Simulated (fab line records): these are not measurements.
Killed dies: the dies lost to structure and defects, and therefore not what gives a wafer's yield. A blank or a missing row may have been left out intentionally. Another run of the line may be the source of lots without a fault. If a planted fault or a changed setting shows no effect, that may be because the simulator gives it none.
Matching of chambers    flow n5Finfet    3 sister chambers for N5_BEOL_M10_PECVD_70 on pecvd-04
The step deposits SiO2 from TEOS/O2, target thk 20 nm, time 22.7 s. 6 wafers are shown with their chamber, then 10 later ones without.

## WAFERS PAIRED WITH THEIR CHAMBERS
wafer   chamber  throttleValvePct (%)  showerheadPlenumPTorr (Torr)
L078.4  2        23.1                  8.73
L086.1  0        22.9                  8.82
L086.4  2        23.4                  8.74
L086.5  0        23.0                  8.85
L089.3  1        21.3                  8.78
L089.4  1        21.6                  8.81

## WAFERS MISSING THEIR CHAMBER
wafer   throttleValvePct (%)  showerheadPlenumPTorr (Torr)
L089.6  23.5                  8.74
L087.4  21.5                  8.78
L087.5  23.0                  8.72
L087.6  23.2                  8.83
L093.2  22.9                  8.86
L093.3  23.5                  8.72
L093.4  21.4                  8.78
L096.2  23.0                  8.83
L096.4  23.0                  8.86
L096.6  23.1                  8.84

## THE CHAMBER EACH PASSED THROUGH
wafer   from the rows above  in truth
L089.6  2                    2
L087.4  1                    1
L087.5  2                    2
L087.6  0                    0
L093.2  0                    0
L093.3  2                    2
L093.4  1                    1
L096.2  0                    0
L096.4  0                    0
L096.6  0                    0
10 of 10 placed correctly. Can't be placed from these rows: 0. Number placed wrongly: 0.
How it was worked out, from the rows above alone: a wafer's distance from a chamber is the root of the sum, over the readings, of the square of ((its reading less the chamber's mean) divided by the reading's scatter). If the next closest chamber is less than 2 further off than the closest, the wafer can't be placed; otherwise it belongs to the closest. A chamber's mean is the mean of its shown wafers. How the scatter is found: for the shown wafers, subtract from each reading the mean of its chamber, square and add these, divide the total by (wafers less chambers), then take the root.
